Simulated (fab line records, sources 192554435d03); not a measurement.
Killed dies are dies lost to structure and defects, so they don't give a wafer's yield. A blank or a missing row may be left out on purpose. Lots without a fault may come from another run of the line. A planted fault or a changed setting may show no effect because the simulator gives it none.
fab line records | flow n5_finfet
record lots=24 wafers=72 last_day=18
route steps=1938 shown BEOL_M3@998 BEOL_M4@1022
lots that met no fault: from a run of the same line without faults
start_h: hours from the record's first day to the start of the lot's first wafer shown | wait_h: hours since the lot's step before | " the same as in the row above | L1.1+2: a row that stands for several wafers | - no value, or no start given | * or withheld: withheld | < > ~ a bound
route shown NAME@n: a module of which the file shows steps, and the number in the route of the first | usual: mean/standard deviation of fault-free wafers | same: alike in all rows | chamber/n: place in a boat | sites: the reading at each site | _std_site: their standard deviation | _edge_site: outer sites' mean less inner sites' | radius_mm: how far each site lies from the wafer's centre | mask NAME#n: copy n | behind: the tool/chamber that last shaped the wafer | hold: why the lot was held/for how many hours/how that ended | device: the transistor (n, p or np) that didn't switch | end of line: the same wafers' tests at the end of the route | a step without rows: its recipe alone | killed: dies lost to structure and defects at the first sort, not the wafer's yield | map: a wafer's dies, x killed, . not, _ none there
set.NAME: the setting as run; set.NAME@STEP: as run at that earlier step | model.NAME: the simulator's own value behind a step, which no gauge read
steps of the route over a sample of lots; a table a step, a row a wafer
services: from which hour (start_h, from the record's first day; less than 0 if before it) a tool's chamber was out of use, for how many hours, and why
## steps
# step N5_BEOL_M3_SPUTTER_81
# recipe material=Cu target_thk_a=45 temp_c=-20 chamber_pressure_pa=0.07 power_w=withheld time_s=8.29
# usual throttle_valve_pct=30.0/0.96
# columns lot.wafer tool chamber start_h wait_h throttle_valve_pct
L074.1 pvd_sputter-03 - 159.02 0.1 28.5
L074.3 " - " " 29.1
L074.4 " - " " 30.6
L075.2 pvd_sputter-02 - 159.23 0.1 29.6
L075.5 " - " " 30.2
L075.6 " - " " 29.5
L077.1 pvd_sputter-01 - 163.34 0.1 31.6
L077.4 " - " " 31.7
L077.5 " - " " 29.9
L076.1 pvd_sputter-03 - 170.24 0.1 28.6
L076.2 " - " " 29.0
L076.4 " - " " 30.7
L078.3 pvd_sputter-03 - 176.41 0.1 29.2
L078.4 " - " " 30.4
L078.5 " - " " 30.5
L079.1 pvd_sputter-02 - 181.68 0.1 29.1
L079.3 " - " " 29.6
L079.4 " - " " 30.1
L080.2 pvd_sputter-03 - 187.80 0.1 28.3
L080.5 " - " " 28.7
L080.6 " - " " 31.3
L081.1 pvd_sputter-01 - 196.22 0.1 29.5
L081.3 " - " " 29.9
L081.4 " - " " 32.0
L082.2 pvd_sputter-02 - 214.43 0.1 29.2
L082.4 " - " " 30.3
L082.5 " - " " 29.6
L083.1 pvd_sputter-01 - 217.83 0.1 29.7
L083.4 " - " " 31.8
L083.5 " - " " 30.3
L084.1 pvd_sputter-03 - 219.93 0.1 28.5
L084.5 " - " " 28.7
L084.6 " - " " 31.2
L085.2 pvd_sputter-03 - 230.60 0.1 30.7
L085.3 " - " " 28.4
L085.4 " - " " 31.0
L086.1 pvd_sputter-01 - 234.12 0.1 30.1
L086.3 " - " " 29.7
L086.5 " - " " 29.8
L087.1 pvd_sputter-01 - 236.88 0.1 29.8
L087.5 " - " " 30.0
L087.6 " - " " 29.5
L088.1 pvd_sputter-03 - 239.06 0.1 28.5
L088.2 " - " " 29.3
L088.5 " - " " 30.8
L089.1 pvd_sputter-03 - 246.82 0.1 29.0
L089.4 " - " " 31.0
L089.5 " - " " 30.8
L090.2 pvd_sputter-03 - 251.45 0.1 29.2
L090.3 " - " " 28.5
L090.5 " - " " 29.1
L092.2 pvd_sputter-01 - 268.67 0.1 31.7
L092.4 " - " " 29.5
L092.5 " - " " 29.6
L093.3 pvd_sputter-02 - 271.98 0.1 29.0
L093.5 " - " " 29.1
L093.6 " - " " 29.4
L094.2 pvd_sputter-01 - 278.28 0.1 29.4
L094.3 " - " " 30.2
L094.5 " - " " 31.7
L095.1 pvd_sputter-01 - 284.40 0.1 29.5
L095.4 " - " " 30.6
L095.6 " - " " 31.6
L096.2 pvd_sputter-01 - 287.34 0.1 30.7
L096.4 " - " " 29.8
L096.5 " - " " 30.8
L097.3 pvd_sputter-01 - 300.16 0.1 30.8
L097.5 " - " " 30.4
L097.6 " - " " 29.6
L091.3 pvd_sputter-02 - 304.74 0.1 30.2
L091.4 " - " " 29.2
L091.5 " - " " 29.1
# step N5_BEOL_M3_SPUTTER_94
# recipe material=Cu target_thk_a=45 temp_c=-20 chamber_pressure_pa=0.07 power_w=withheld time_s=8.29
# usual throttle_valve_pct=30.0/0.97
# columns lot.wafer tool chamber start_h wait_h throttle_valve_pct
L074.1 pvd_sputter-03 - 160.12 0.1 28.3
L074.3 " - " " 29.4
L074.4 " - " " 30.8
L075.2 pvd_sputter-02 - 160.33 0.1 29.5
L075.5 " - " " 30.4
L075.6 " - " " 29.6
L077.1 pvd_sputter-01 - 164.44 0.1 31.4
L077.4 " - " " 31.7
L077.5 " - " " 29.9
L076.1 pvd_sputter-03 - 171.34 0.1 28.6
L076.2 " - " " 29.2
L076.4 " - " " 30.6
L078.3 pvd_sputter-03 - 177.51 0.1 29.1
L078.4 " - " " 30.7
L078.5 " - " " 30.9
L079.1 pvd_sputter-02 - 182.78 0.1 29.1
L079.3 " - " " 29.6
L079.4 " - " " 30.1
L080.2 pvd_sputter-03 - 188.90 0.1 28.2
L080.5 " - " " 28.3
L080.6 " - " " 31.2
L081.1 pvd_sputter-01 - 197.32 0.1 29.5
L081.3 " - " " 29.7
L081.4 " - " " 31.7
L082.2 pvd_sputter-02 - 215.53 0.1 29.2
L082.4 " - " " 30.3
L082.5 " - " " 29.6
L083.1 pvd_sputter-01 - 218.93 0.1 29.7
L083.4 " - " " 31.9
L083.5 " - " " 30.5
L084.1 pvd_sputter-03 - 221.03 0.1 28.8
L084.5 " - " " 28.6
L084.6 " - " " 31.2
L085.2 pvd_sputter-03 - 231.70 0.1 30.7
L085.3 " - " " 28.4
L085.4 " - " " 31.2
L086.1 pvd_sputter-01 - 235.22 0.1 30.0
L086.3 " - " " 29.5
L086.5 " - " " 29.8
L087.1 pvd_sputter-01 - 237.98 0.1 29.8
L087.5 " - " " 29.7
L087.6 " - " " 29.6
L088.1 pvd_sputter-03 - 240.16 0.1 28.7
L088.2 " - " " 29.2
L088.5 " - " " 30.7
L089.1 pvd_sputter-03 - 247.92 0.1 29.5
L089.4 " - " " 31.3
L089.5 " - " " 30.8
L090.2 pvd_sputter-03 - 252.55 0.1 29.2
L090.3 " - " " 28.6
L090.5 " - " " 29.1
L092.2 pvd_sputter-01 - 269.77 0.1 31.9
L092.4 " - " " 29.4
L092.5 " - " " 29.6
L093.3 pvd_sputter-02 - 273.08 0.1 29.2
L093.5 " - " " 29.1
L093.6 " - " " 29.3
L094.2 pvd_sputter-01 - 279.38 0.1 29.4
L094.3 " - " " 29.7
L094.5 " - " " 31.9
L095.1 pvd_sputter-01 - 285.50 0.1 29.6
L095.4 " - " " 30.5
L095.6 " - " " 31.7
L096.2 pvd_sputter-01 - 288.44 0.1 30.5
L096.4 " - " " 30.0
L096.5 " - " " 30.6
L097.3 pvd_sputter-01 - 301.26 0.1 30.6
L097.5 " - " " 30.4
L097.6 " - " " 29.8
L091.3 pvd_sputter-02 - 305.84 0.1 30.0
L091.4 " - " " 29.0
L091.5 " - " " 29.0
# step N5_BEOL_M3_DEP_57
# recipe material=SiCN target_thk_a=80 temp_c=withheld precursor=3MS/NH3 pressure_torr=3 rf_w=202 time_s=14
# usual rf_fwd_power_W=199.9/1.2 showerhead_plenum_p_Torr=3.664/0.011 throttle_valve_pct=8.9/0.57
# columns lot.wafer tool chamber start_h wait_h rf_fwd_power_W showerhead_plenum_p_Torr throttle_valve_pct
L074.1 pecvd-01 0 161.32 0.0 200.6 3.667 9.1
L074.3 " 2 " " 200.9 3.672 9.1
L074.4 " 0 " " 200.1 3.663 9.1
L075.2 pecvd-03 0 161.60 0.0 199.9 3.658 8.8
L075.5 " 1 " " 200.7 3.662 9.8
L075.6 " 0 " " 199.6 3.664 9.0
L077.1 pecvd-03 0 165.64 0.0 199.3 3.654 9.0
L077.4 " 0 " " 199.3 3.657 8.9
L077.5 " 1 " " 200.5 3.654 9.8
L076.1 pecvd-03 0 172.87 0.0 199.6 3.671 8.7
L076.2 " 1 " " 200.8 3.665 9.6
L076.4 " 0 " " 198.8 3.664 8.8
L078.3 pecvd-03 0 178.71 0.0 198.9 3.666 9.0
L078.4 " 0 " " 199.3 3.673 8.7
L078.5 " 2 " " 199.1 3.663 8.1
L079.1 pecvd-03 2 184.37 0.0 199.5 3.658 7.8
L079.3 " 1 " " 201.4 3.668 9.6
L079.4 " 0 " " 199.4 3.663 9.1
L080.2 pecvd-01 0 190.10 0.0 200.1 3.662 9.1
L080.5 " 1 " " 197.6 3.648 8.9
L080.6 " 2 " " 201.2 3.678 9.5
L081.1 pecvd-02 2 198.52 0.0 200.1 3.662 9.6
L081.3 " 0 " " 201.4 3.667 8.4
L081.4 " 2 " " 199.8 3.650 9.4
L082.2 pecvd-02 1 217.21 0.0 201.1 3.682 9.4
L082.4 " 1 " " 200.9 3.682 9.6
L082.5 " 0 " " 200.8 3.675 8.3
L083.1 pecvd-01 1 220.14 0.0 197.8 3.643 9.2
L083.4 " 1 " " 197.5 3.652 9.2
L083.5 " 0 " " 201.8 3.665 9.0
L084.1 pecvd-03 0 222.24 0.0 198.6 3.662 9.0
L084.5 " 2 " " 199.6 3.661 8.2
L084.6 " 0 " " 198.7 3.660 9.1
L085.2 pecvd-03 2 232.90 0.0 200.3 3.664 8.1
L085.3 " 0 " " 200.1 3.660 9.2
L085.4 " 2 " " 200.6 3.659 7.8
L086.1 pecvd-02 1 236.42 0.0 200.7 3.674 9.6
L086.3 " 0 " " 200.1 3.690 8.7
L086.5 " 1 " " 200.5 3.673 9.7
L087.1 pecvd-02 2 239.18 0.0 200.4 3.645 9.3
L087.5 " 0 " " 200.4 3.666 8.6
L087.6 " 1 " " 201.6 3.675 9.9
L088.1 pecvd-01 2 241.36 0.0 199.9 3.671 8.4
L088.2 " 0 " " 201.2 3.667 9.0
L088.5 " 2 " " 202.4 3.679 8.3
L089.1 pecvd-03 0 249.14 0.0 199.7 3.656 8.7
L089.4 " 0 " " 198.7 3.661 9.1
L089.5 " 2 " " 200.1 3.662 8.2
L090.2 pecvd-03 0 253.87 0.0 198.6 3.657 9.4
L090.3 " 0 " " 198.6 3.655 8.9
L090.5 " 2 " " 200.7 3.658 8.2
L092.2 pecvd-02 1 270.99 0.0 201.6 3.679 9.9
L092.4 " 2 " " 199.7 3.644 9.7
L092.5 " 1 " " 200.4 3.681 9.8
L093.3 pecvd-01 1 274.28 0.0 197.3 3.657 9.1
L093.5 " 0 " " 199.7 3.669 9.1
L093.6 " 1 " " 196.9 3.646 9.2
L094.2 pecvd-01 1 280.58 0.0 198.9 3.651 9.2
L094.3 " 2 " " 200.9 3.669 8.3
L094.5 " 1 " " 197.6 3.649 9.1
L095.1 pecvd-01 2 286.72 0.0 200.7 3.680 8.2
L095.4 " 0 " " 199.5 3.663 9.3
L095.6 " 2 " " 200.2 3.671 8.1
L096.2 pecvd-01 2 289.65 0.0 200.8 3.686 8.2
L096.4 " 2 " " 200.7 3.670 8.2
L096.5 " 1 " " 198.8 3.654 9.0
L097.3 pecvd-01 1 302.46 0.0 197.1 3.648 9.1
L097.5 " 2 " " 200.3 3.679 8.2
L097.6 " 1 " " 197.8 3.648 9.1
L091.3 pecvd-03 1 307.06 0.0 199.9 3.669 9.7
L091.4 " 0 " " 199.6 3.660 9.1
L091.5 " 1 " " 200.2 3.664 9.6
# step N5_BEOL_M4_THK_MEAS_01
# recipe reads=SiOC_of_BEOL_M4_ILD_DEP_00
# usual M4_ILD_THK=78.9/1
# columns lot.wafer tool chamber start_h wait_h M4_ILD_THK[nm]
L074.1 film_metro-01 - 161.51 0.0 77.8
L074.3 " - " " 79.1
L074.4 " - " " 80.6
L075.2 film_metro-01 - 161.81 0.1 78.6
L075.5 " - " " 80.3
L075.6 " - " " 80.6
L077.1 film_metro-02 - 165.84 0.0 78.5
L077.4 " - " " 79.0
L077.5 " - " " 80.4
L076.1 film_metro-02 - 173.07 0.0 78.3
L076.2 " - " " 77.6
L076.4 " - " " 79.0
L078.3 film_metro-02 - 178.91 0.1 78.3
L078.4 " - " " 80.1
L078.5 " - " " 80.4
L079.1 film_metro-02 - 184.57 0.0 76.7
L079.3 " - " " 77.1
L079.4 " - " " 77.3
L080.2 film_metro-01 - 190.30 0.1 78.2
L080.5 " - " " 80.1
L080.6 " - " " 80.1
L081.1 film_metro-01 - 198.72 0.0 78.5
L081.3 " - " " 77.6
L081.4 " - " " 78.2
L082.2 film_metro-01 - 217.42 0.1 78.4
L082.4 " - " " 80.2
L082.5 " - " " 79.3
L083.1 film_metro-01 - 220.37 0.1 77.6
L083.4 " - " " 78.5
L083.5 " - " " 78.1
L084.1 film_metro-02 - 222.46 0.0 79.0
L084.5 " - " " 80.9
L084.6 " - " " 80.0
L085.2 film_metro-01 - 233.10 0.1 79.7
L085.3 " - " " 78.4
L085.4 " - " " 80.0
L086.1 film_metro-01 - 236.61 0.0 78.1
L086.3 " - " " 78.5
L086.5 " - " " 79.3
L087.1 film_metro-02 - 239.37 0.0 78.4
L087.5 " - " " 77.8
L087.6 " - " " 79.0
L088.1 film_metro-02 - 241.55 0.0 78.2
L088.2 " - " " 77.8
L088.5 " - " " 79.9
L089.1 film_metro-02 - 249.37 0.1 77.5
L089.4 " - " " 79.1
L089.5 " - " " 79.5
L090.2 film_metro-01 - 254.10 0.1 77.1
L090.3 " - " " 78.5
L090.5 " - " " 79.0
L092.2 film_metro-01 - 271.19 0.1 79.2
L092.4 " - " " 79.7
L092.5 " - " " 79.6
L093.3 film_metro-01 - 274.47 0.1 78.0
L093.5 " - " " 78.6
L093.6 " - " " 78.3
L094.2 film_metro-02 - 280.78 0.1 78.2
L094.3 " - " " 78.6
L094.5 " - " " 80.0
L095.1 film_metro-01 - 286.91 0.0 78.8
L095.4 " - " " 80.3
L095.6 " - " " 80.1
L096.2 film_metro-01 - 289.84 0.1 79.1
L096.4 " - " " 79.2
L096.5 " - " " 80.8
L097.3 film_metro-02 - 302.66 0.1 78.7
L097.5 " - " " 79.5
L097.6 " - " " 79.8
L091.3 film_metro-01 - 307.26 0.1 78.4
L091.4 " - " " 79.9
L091.5 " - " " 80.6
# step N5_BEOL_M4_PECVD_72
# recipe material=SiO2 target_thk_a=160 temp_c=400 precursor=TEOS/O2 pressure_torr=5.5 rf_w=450 teos_flow_sccm=53.8 gas=O2 flow_sccm=3000 time_s=18
# usual heater_power_w=780/74 rf_fwd_power_W=444.8/2.3 showerhead_plenum_p_Torr=8.77/0.038 throttle_valve_pct=21.9/1.3
# columns lot.wafer tool chamber start_h wait_h heater_power_w rf_fwd_power_W showerhead_plenum_p_Torr throttle_valve_pct
L074.1 pecvd-01 0 161.55 0.0 649 447.0 8.81 22.3
L074.3 " 1 " " 855 441.6 8.69 22.3
L074.4 " 0 " " 660 448.2 8.81 22.7
L075.2 pecvd-04 1 161.85 0.0 784 444.4 8.81 21.8
L075.5 " 2 " " 732 446.1 8.75 21.4
L075.6 " 0 " " 738 444.4 8.74 22.7
L077.1 pecvd-03 2 165.87 0.0 821 445.4 8.79 19.5
L077.4 " 0 " " 800 442.7 8.75 22.1
L077.5 " 2 " " 833 445.6 8.78 19.4
L076.1 pecvd-03 0 173.10 0.0 814 444.0 8.76 22.0
L076.2 " 2 " " 770 445.8 8.76 20.0
L076.4 " 1 " " 697 444.8 8.79 23.8
L078.3 pecvd-03 1 178.95 0.0 816 445.6 8.78 23.9
L078.4 " 2 " " 912 446.3 8.77 19.7
L078.5 " 0 " " 881 443.4 8.76 22.0
L079.1 pecvd-04 2 184.61 0.0 727 443.4 8.74 21.2
L079.3 " 1 " " 821 445.3 8.79 21.6
L079.4 " 2 " " 739 445.6 8.75 20.9
L080.2 pecvd-03 2 190.33 0.0 872 445.7 8.77 19.7
L080.5 " 0 " " 832 443.0 8.75 22.2
L080.6 " 1 " " 766 446.6 8.79 23.6
L081.1 pecvd-03 2 198.75 0.0 831 445.2 8.77 19.7
L081.3 " 0 " " 745 444.1 8.74 22.0
L081.4 " 0 " " 750 442.6 8.75 22.5
L082.2 pecvd-01 0 217.46 0.0 707 447.9 8.81 22.5
L082.4 " 1 " " 875 441.0 8.70 22.3
L082.5 " 1 " " 863 442.0 8.70 22.2
L083.1 pecvd-04 1 220.41 0.0 673 446.8 8.79 21.5
L083.4 " 0 " " 703 442.6 8.74 23.0
L083.5 " 2 " " 711 444.3 8.76 21.1
L084.1 pecvd-03 0 222.49 0.0 731 442.7 8.76 22.0
L084.5 " 2 " " 917 446.5 8.81 20.0
L084.6 " 0 " " 735 440.6 8.76 22.3
L085.2 pecvd-03 1 233.13 0.0 763 447.9 8.77 23.5
L085.3 " 0 " " 786 445.7 8.75 22.5
L085.4 " 0 " " 782 443.5 8.77 22.2
L086.1 pecvd-03 2 236.65 0.0 849 444.5 8.77 19.8
L086.3 " 1 " " 733 445.7 8.77 23.7
L086.5 " 2 " " 865 445.6 8.80 19.9
L087.1 pecvd-01 0 239.41 0.0 660 445.8 8.80 22.4
L087.5 " 0 " " 664 445.7 8.79 22.5
L087.6 " 2 " " 712 447.2 8.83 20.5
L088.1 pecvd-01 2 241.59 0.0 832 448.7 8.82 20.3
L088.2 " 0 " " 721 447.6 8.79 22.2
L088.5 " 1 " " 789 441.0 8.70 22.3
L089.1 pecvd-01 2 249.41 0.0 873 449.4 8.83 20.4
L089.4 " 2 " " 705 446.2 8.84 20.5
L089.5 " 1 " " 901 440.9 8.72 22.3
L090.2 pecvd-01 2 254.14 0.0 818 445.6 8.82 20.5
L090.3 " 0 " " 707 445.1 8.80 22.8
L090.5 " 0 " " 688 446.8 8.82 22.3
L092.2 pecvd-03 2 271.22 0.0 869 444.8 8.76 19.8
L092.4 " 1 " " 788 445.2 8.78 24.0
L092.5 " 2 " " 850 445.1 8.78 19.9
L093.3 pecvd-04 2 274.51 0.0 607 445.8 8.75 21.2
L093.5 " 0 " " 696 441.1 8.71 22.5
L093.6 " 2 " " 603 446.8 8.75 21.1
L094.2 pecvd-01 2 280.82 0.0 749 447.0 8.84 20.0
L094.3 " 0 " " 644 448.2 8.80 22.6
L094.5 " 0 " " 638 445.8 8.81 22.7
L095.1 pecvd-03 2 286.95 0.0 904 441.9 8.77 20.0
L095.4 " 2 " " 900 442.0 8.78 19.8
L095.6 " 0 " " 745 445.7 8.77 22.4
L096.2 pecvd-03 2 289.88 0.0 824 447.1 8.80 19.8
L096.4 " 2 " " 821 445.9 8.78 19.7
L096.5 " 0 " " 828 444.4 8.72 22.3
L097.3 pecvd-01 0 302.70 0.0 761 447.6 8.80 22.6
L097.5 " 0 " " 768 447.5 8.80 22.7
L097.6 " 2 " " 721 445.8 8.82 20.7
L091.3 pecvd-03 1 307.29 0.0 757 446.8 8.76 24.1
L091.4 " 1 " " 757 447.1 8.78 23.6
L091.5 " 0 " " 761 446.5 8.76 22.4
# step N5_BEOL_M4_ETCH_77
# recipe chemistry=N2/H2 target=underlayer target_depth_a=65 mask_material=CAR-EUV time_s=5.2 ion_energy_ev=200 pressure_mtorr=30 source_w=840 bias_w=150 n2_flow_sccm=200 h2_flow_sccm=200 ends=cleared
# usual drypump_motor_current_A=5.8/0.44 etch_rf_on_time_s=5.21/0.11 oes_product_au=0.66/0.065 rf_fwd_power_W=819.4/2.4 rf_vpp_V=524.2/1.8 showerhead_plenum_p_Torr=2.55/0.049 throttle_valve_pct=17.88/0.2
# columns lot.wafer tool chamber start_h wait_h drypump_motor_current_A etch_rf_on_time_s oes_product_au rf_fwd_power_W rf_hours_counter_h rf_vpp_V showerhead_plenum_p_Torr throttle_valve_pct
L074.1 rie_diel-02 0 164.11 0.0 6.2 5.30 0.78 822.1 18 522.9 2.60 17.66
L074.3 " 2 " " 6.6 5.13 0.65 824.6 169 526.8 2.64 18.21
L074.4 " 3 " " 5.2 5.21 0.60 816.6 189 524.5 2.52 17.63
L075.2 rie_diel-01 1 164.30 0.0 6.2 5.15 0.73 822.4 67 527.0 2.59 18.03
L075.5 " 3 " " 6.7 5.32 0.60 818.8 - 525.6 2.60 17.99
L075.6 " 0 " " 5.9 5.41 0.63 818.3 - 521.6 2.44 17.83
L077.1 rie_diel-02 2 167.89 0.0 6.6 5.20 0.64 823.0 170 525.6 2.64 18.19
L077.4 " 3 " " 5.2 5.28 0.60 819.5 190 525.4 2.52 17.64
L077.5 " 2 " " 6.6 5.27 0.64 820.8 - 527.7 2.64 18.18
L076.1 rie_diel-04 1 176.75 0.0 5.5 5.10 0.70 821.6 83 524.5 2.57 18.03
L076.2 " 2 " " 5.9 5.32 0.69 815.7 95 524.1 2.56 17.58
L076.4 " 2 " " 5.9 5.27 0.69 815.0 - 524.2 2.56 17.58
L078.3 rie_diel-01 2 180.74 0.0 5.6 5.41 0.66 820.0 107 520.3 2.46 18.06
L078.4 " 0 " " 5.9 5.39 0.62 820.3 171 521.7 2.43 17.85
L078.5 " 1 " " 6.2 5.16 0.73 818.2 - 525.8 2.59 18.07
L079.1 rie_diel-01 1 187.08 0.0 6.2 5.15 0.72 822.4 76 522.6 2.58 18.03
L079.3 " 2 " " 5.6 5.40 0.65 824.0 110 523.2 2.46 18.07
L079.4 " 0 " " 5.9 5.37 0.62 819.5 174 521.4 2.43 17.85
L080.2 rie_diel-04 1 195.18 0.0 5.5 5.09 0.70 820.4 93 523.9 2.57 18.02
L080.5 " 1 " " 5.6 5.08 0.68 819.1 - 525.2 2.57 18.02
L080.6 " 2 " " 6.0 5.33 0.66 817.2 - 524.6 2.56 17.62
L081.1 rie_diel-02 2 200.86 0.0 6.6 5.14 0.63 815.8 178 527.4 2.63 18.24
L081.3 " 0 " " 6.2 5.28 0.75 818.2 28 527.0 2.60 17.70
L081.4 " 1 " " 5.8 5.04 0.66 816.6 158 521.8 2.52 17.82
L082.2 rie_diel-04 3 220.15 0.0 5.6 5.13 0.83 819.6 5 524.5 2.59 17.64
L082.4 " 1 " " 5.5 5.04 0.69 821.8 105 522.9 2.56 18.07
L082.5 " 1 " " 5.5 5.11 0.68 816.0 - 521.0 2.56 18.04
L083.1 rie_diel-04 2 223.90 0.0 5.9 5.24 0.66 823.1 118 525.6 2.55 17.61
L083.4 " 1 " " 5.6 5.01 0.69 816.9 106 525.0 2.56 18.06
L083.5 " 1 " " 5.5 5.00 0.70 817.8 - 523.2 2.56 18.07
L084.1 rie_diel-02 0 224.80 0.0 6.2 5.37 0.74 822.3 37 523.2 2.59 17.66
L084.5 " 3 " " 5.2 5.27 0.60 818.4 - 522.9 2.51 17.66
L084.6 " 2 " " 6.7 5.22 0.63 821.6 - 526.2 2.63 18.22
L085.2 rie_diel-02 2 235.31 0.0 6.6 5.19 0.63 820.9 190 526.5 2.63 18.26
L085.3 " 0 " " 6.2 5.33 0.73 820.4 41 526.4 2.59 17.67
L085.4 " 1 " " 5.8 5.14 0.64 818.4 170 524.0 2.51 17.84
L086.1 rie_diel-01 3 240.24 0.0 6.7 5.38 0.58 817.1 255 524.5 2.59 18.05
L086.3 " 0 " " 5.9 5.42 0.61 823.7 194 520.1 2.42 17.91
L086.5 " 3 " " 6.7 5.31 0.59 817.1 - 526.7 2.59 18.03
L087.1 rie_diel-04 2 242.94 0.0 6.0 5.20 0.65 818.0 125 524.1 2.55 17.62
L087.5 " 1 " " 5.6 5.03 0.69 815.1 - 526.6 2.56 18.07
L087.6 " 0 " " 5.3 5.17 0.59 815.9 - 522.9 2.52 17.90
L088.1 rie_diel-02 2 244.18 0.0 6.7 5.21 0.62 819.6 193 528.0 2.63 18.23
L088.2 " 1 " " 5.8 5.22 0.64 817.7 173 523.5 2.51 17.83
L088.5 " 2 " " 6.7 5.16 0.63 820.0 - 525.6 2.63 18.25
L089.1 rie_diel-04 3 251.63 0.0 5.6 5.02 0.82 817.8 15 527.1 2.58 17.68
L089.4 " 2 " " 6.0 5.21 0.64 818.1 127 522.7 2.55 17.64
L089.5 " 3 " " 5.6 5.12 0.82 818.2 - 523.4 2.58 17.72
L090.2 rie_diel-04 2 256.28 0.0 6.0 5.20 0.65 819.1 130 524.5 2.55 17.65
L090.3 " 0 " " 5.4 5.17 0.59 814.8 231 523.3 2.52 17.89
L090.5 " 1 " " 5.6 4.96 0.68 819.4 - 524.5 2.56 18.08
L092.2 rie_diel-04 2 275.37 0.0 6.0 5.31 0.64 820.5 136 524.2 2.55 17.65
L092.4 " 0 " " 5.3 5.18 0.58 816.1 237 522.8 2.51 17.91
L092.5 " 3 " " 5.6 5.09 0.80 815.9 - 526.4 2.58 17.69
L093.3 rie_diel-04 3 276.94 0.0 5.6 5.06 0.80 822.9 25 524.0 2.58 17.71
L093.5 " 0 " " 5.3 5.23 0.59 821.1 - 524.6 2.51 17.94
L093.6 " 3 " " 5.6 5.08 0.79 821.0 - 524.4 2.58 17.69
L094.2 rie_diel-02 3 283.59 0.0 5.3 5.29 0.59 820.9 227 522.9 2.50 17.71
L094.3 " 0 " " 6.2 5.33 0.71 821.0 57 522.6 2.58 17.72
L094.5 " 1 " " 5.9 5.11 0.64 820.1 - 522.2 2.51 17.86
L095.1 rie_diel-04 2 290.65 0.0 6.0 5.34 0.65 821.0 143 524.1 2.54 17.66
L095.4 " 0 " " 5.3 5.20 0.58 819.8 245 522.5 2.51 17.93
L095.6 " 1 " " 5.5 5.05 0.67 820.9 - 527.2 2.55 18.10
L096.2 rie_diel-04 2 292.93 0.0 6.0 5.29 0.64 817.0 144 523.7 2.54 17.67
L096.4 " 0 " " 5.3 5.23 0.58 822.2 246 521.0 2.51 17.92
L096.5 " 0 " " 5.3 5.16 0.58 820.2 - 521.1 2.51 17.95
L097.3 rie_diel-02 3 305.07 0.0 5.2 5.29 0.57 815.1 237 522.5 2.50 17.72
L097.5 " 2 " " 6.6 5.22 0.61 819.9 - 528.7 2.62 18.31
L097.6 " 1 " " 5.9 5.17 0.63 815.5 - 523.5 2.50 17.89
L091.3 rie_diel-04 2 310.95 0.0 6.0 5.27 0.63 822.2 151 522.7 2.54 17.69
L091.4 " 1 " " 5.5 5.03 0.66 817.5 - 524.1 2.55 18.14
L091.5 " 2 " " 6.0 5.34 0.63 818.9 - 523.6 2.54 17.69
## services
# columns tool chamber start_h hours kind
rie_diel-04 3 149.90 3.7 repair
pecvd-03 1 158.18 2.1 scheduled_down
pecvd-02 - 159.64 28.1 pm
rie_diel-02 2 165.11 1.6 repair
rie_diel-02 1 169.68 5.5 repair
rie_diel-02 - 176.27 14.6 pm
rie_diel-04 0 192.97 14.7 repair
pecvd-01 2 202.40 - clean
pecvd-01 2 202.40 - consumable_replace:showerhead
pecvd-01 2 202.40 29.0 scheduled_down
pecvd-01 2 202.40 29.0 vent_cycle
pvd_sputter-02 - 205.02 2.0 repair
pecvd-03 1 218.34 4.4 repair
pecvd-04 2 237.47 1.8 repair
rie_diel-01 3 242.29 6.0 repair
pvd_sputter-01 - 246.25 3.0 repair
pecvd-01 0 248.25 4.4 repair
pecvd-03 1 249.05 5.5 scheduled_down
pecvd-01 1 260.05 5.9 repair
pecvd-02 - 265.18 2.9 repair
pecvd-02 - 268.09 2.8 pm
rie_diel-01 1 269.22 5.2 repair
pecvd-03 - 273.89 2.8 pm
rie_diel-01 - 280.26 14.6 pm
## key
fault none
